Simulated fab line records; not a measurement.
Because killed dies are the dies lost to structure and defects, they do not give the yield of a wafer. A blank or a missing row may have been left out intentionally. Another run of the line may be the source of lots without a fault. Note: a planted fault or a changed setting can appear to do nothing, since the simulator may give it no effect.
Chamber matching || flow n5-finfet || N5_BEOL_M4_CO_CAP_55 on cvd-co-01: 3 sister chambers
The step material Co, precursor CCTBA/H2, target thk 2 nm, time 102.1 s. 24 wafers are shown with their chamber, then 12 later ones without.

WAFERS PAIRED WITH THEIR CHAMBERS
{"wafer": "L074.1", "chamber": 0, "heater-power-w (W)": 237}
{"wafer": "L074.2", "chamber": 1, "heater-power-w (W)": 258}
{"wafer": "L074.6", "chamber": 2, "heater-power-w (W)": 193}
{"wafer": "L077.2", "chamber": 2, "heater-power-w (W)": 190}
{"wafer": "L077.3", "chamber": 1, "heater-power-w (W)": 256}
{"wafer": "L077.5", "chamber": 0, "heater-power-w (W)": 241}
{"wafer": "L078.3", "chamber": 1, "heater-power-w (W)": 256}
{"wafer": "L078.4", "chamber": 2, "heater-power-w (W)": 192}
{"wafer": "L078.6", "chamber": 1, "heater-power-w (W)": 258}
{"wafer": "L079.1", "chamber": 0, "heater-power-w (W)": 237}
{"wafer": "L079.3", "chamber": 2, "heater-power-w (W)": 197}
{"wafer": "L079.4", "chamber": 0, "heater-power-w (W)": 231}
{"wafer": "L081.4", "chamber": 0, "heater-power-w (W)": 236}
{"wafer": "L081.5", "chamber": 1, "heater-power-w (W)": 265}
{"wafer": "L081.6", "chamber": 2, "heater-power-w (W)": 198}
{"wafer": "L080.3", "chamber": 0, "heater-power-w (W)": 237}
{"wafer": "L080.4", "chamber": 2, "heater-power-w (W)": 195}
{"wafer": "L080.5", "chamber": 0, "heater-power-w (W)": 239}
{"wafer": "L085.1", "chamber": 2, "heater-power-w (W)": 191}
{"wafer": "L085.2", "chamber": 1, "heater-power-w (W)": 259}
{"wafer": "L085.6", "chamber": 2, "heater-power-w (W)": 195}
{"wafer": "L090.1", "chamber": 1, "heater-power-w (W)": 257}
{"wafer": "L090.2", "chamber": 2, "heater-power-w (W)": 193}
{"wafer": "L090.4", "chamber": 1, "heater-power-w (W)": 257}

SIGNATURES (means of the wafers above)
{"reading": "heater-power-w", "chamber 0": 236.86, "chamber 1": 258.25, "chamber 2": 193.78, "scatter within a chamber": 2.88}
Rule: a wafer lies at a distance from a chamber equal to the root of the sum of squares, over the readings, of (its reading less the chamber's mean, divided by the reading's scatter). If the next closest chamber is less than 2 further off than the closest, the wafer can't be placed; otherwise it belongs to the closest. How the scatter is found: for the shown wafers, subtract from each reading the mean of its chamber, square and add these, divide the total by (wafers less chambers), then take the root.

WAFERS WITHOUT THEIR CHAMBER
{"wafer": "L089.2", "heater-power-w (W)": 254}
{"wafer": "L089.4", "heater-power-w (W)": 243}
{"wafer": "L089.5", "heater-power-w (W)": 196}
{"wafer": "L091.2", "heater-power-w (W)": 235}
{"wafer": "L091.4", "heater-power-w (W)": 199}
{"wafer": "L091.5", "heater-power-w (W)": 245}
{"wafer": "L092.1", "heater-power-w (W)": 237}
{"wafer": "L092.2", "heater-power-w (W)": 198}
{"wafer": "L092.3", "heater-power-w (W)": 257}
{"wafer": "L094.2", "heater-power-w (W)": 237}
{"wafer": "L094.3", "heater-power-w (W)": 199}
{"wafer": "L094.4", "heater-power-w (W)": 263}

WHICH CHAMBER EACH WENT THROUGH
{"wafer": "L089.2", "from the rows above": 1, "in truth": 1}
{"wafer": "L089.4", "from the rows above": 0, "in truth": 0}
{"wafer": "L089.5", "from the rows above": 2, "in truth": 2}
{"wafer": "L091.2", "from the rows above": 0, "in truth": 0}
{"wafer": "L091.4", "from the rows above": 2, "in truth": 2}
{"wafer": "L091.5", "from the rows above": "can't be placed: 0 or 1", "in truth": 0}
{"wafer": "L092.1", "from the rows above": 0, "in truth": 0}
{"wafer": "L092.2", "from the rows above": 2, "in truth": 2}
{"wafer": "L092.3", "from the rows above": 1, "in truth": 1}
{"wafer": "L094.2", "from the rows above": 0, "in truth": 0}
{"wafer": "L094.3", "from the rows above": 2, "in truth": 2}
{"wafer": "L094.4", "from the rows above": 1, "in truth": 1}
Placed correctly: 11 of 12. These rows do not allow placing 1 (true chamber among the candidates in 1). Placed wrongly: 0.
